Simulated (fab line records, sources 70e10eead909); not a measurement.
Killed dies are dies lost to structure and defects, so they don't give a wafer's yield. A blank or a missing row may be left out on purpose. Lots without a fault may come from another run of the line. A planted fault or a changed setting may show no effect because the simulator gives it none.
Problem report in the 8D (eight disciplines) form, filled by code | flow nand_harc | the parts of the form that need people (team, actions taken, sign-off) are left out

1. THE PROBLEM
killed_dies at NHARC_END_SORT_01 reads a mean of 106 on 2 wafers of 1 lot; wafers without a fault read 32 with a standard deviation of 11. That is +6.7 standard deviations from the usual mean.
First seen on wafer L400.2, day 24 00:59, on prober-01. The record holds 3 wafers of 1 lot with a number at this step. Rule for "out", or "out of limits": more than 4 standard deviations from the usual mean. The other wafers with a number count as sound.

2. WHAT IT IS AND WHAT IT IS NOT
question                    | is                           | is not
which readings at this step | killed_dies, killed_at_array | killed_at_other, killed_at_periphery, killed_open, killed_short
which lots                  | L400                         | -
which wafers of those lots  | L400.2, L400.5               | L400.3
read on which gauges        | prober-01                    | -
when                        | from day 24 00:59            | up to then (0 sound wafers); but 1 sound wafer of L400 came after

3. SUSPECTS, AND WHAT RULES EACH OUT
Counting: a tool at a process step up to the reading stays a suspect if it ran every lot that is out. Sound lots after the first of them don't rule it out here, since some wafers of a struck lot are sound.
- the gauge at NHARC_END_SORT_01: kept. All the wafers that are out were read on prober-01, and no step on other tools shows them out.
- rie_diel-03 at NHARC_A_CONTACT_ETCH_106 (etches the open film in CF4/O2, target depth 60 nm, overetch 6 nm, time 33 s): kept. It ran the lot that is out, L400 (day 21 03:23).
- rie_diel-09 at NHARC_A_M1_STRIP_18 (strips in N2/H2): kept. It ran the lot that is out, L400 (day 22 11:10).
- rie_diel-09 at NHARC_A_M1_ETCH_28 (etches the open film in CF4/N2, target depth 30 nm, time 72.99 s): kept. It ran the lot that is out, L400 (day 22 12:35). NHARC_A_M1_ETCH_28 gives no start for some lots, so the hours and the order of its lots are those of NHARC_A_M1_ANNEAL_31.
- rtp_anneal-02 at NHARC_A_M1_ANNEAL_31 (time 90 s): kept. It ran the lot that is out, L400 (day 22 12:35).
- Within rie_diel-03 at NHARC_A_CONTACT_ETCH_106: the wafers that are out ran in chamber 3; their sound lot-mates ran in chamber 0.
- Within rie_diel-09 at NHARC_A_M1_STRIP_18: the wafers that are out ran in chambers 1, 3; their sound lot-mates ran in chamber 0.
- Within rie_diel-09 at NHARC_A_M1_ETCH_28: the wafers that are out ran in chambers 0, 2; their sound lot-mates ran in chamber 3.
Left after counting: rie_diel-03 at NHARC_A_CONTACT_ETCH_106, rie_diel-09 at NHARC_A_M1_STRIP_18, rie_diel-09 at NHARC_A_M1_ETCH_28, rtp_anneal-02 at NHARC_A_M1_ANNEAL_31, prober-01 at NHARC_END_SORT_01.

4. THE CAUSE (what the simulator had put in)
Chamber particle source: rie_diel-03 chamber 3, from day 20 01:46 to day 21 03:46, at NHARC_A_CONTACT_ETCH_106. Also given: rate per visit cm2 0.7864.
Counting left 5 suspects, and this tool is among them.

5. THE CHAIN OF EFFECTS, in route order
Each row: a reading whose mean over the struck wafers that have a number lies more than 3 standard deviations from the usual. Only readings for which the record gives a usual standard deviation are gone through. hours: the time from each lot's start at the first step in this table that gives one to its start at this step, as a median over the lots. sigmas: the change in usual standard deviations.
hours | step              | reading         | usual | on struck wafers | change | sigmas
0     | NHARC_END_SORT_01 | killed_at_array | 27    | 99               | +72    | +6.5
0     | NHARC_END_SORT_01 | killed_dies     | 32    | 106              | +74    | +6.7

6. WHAT WOULD HAVE CAUGHT IT SOONER
In this record the first reading out of limits at a measuring or inspecting step was taken at day 24 00:59, 95 hours after the fault began at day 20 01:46.
Of the tool readings at NHARC_A_CONTACT_ETCH_106 for which the record gives a usual standard deviation, none was out on any struck wafer, so an alarm limit of 4 standard deviations on them would not have fired.
All the lots that are out (1) had begun NHARC_A_CONTACT_ETCH_106 on rie_diel-03 by day 24 00:59. A hold on the tool at that time would have spared none of them.
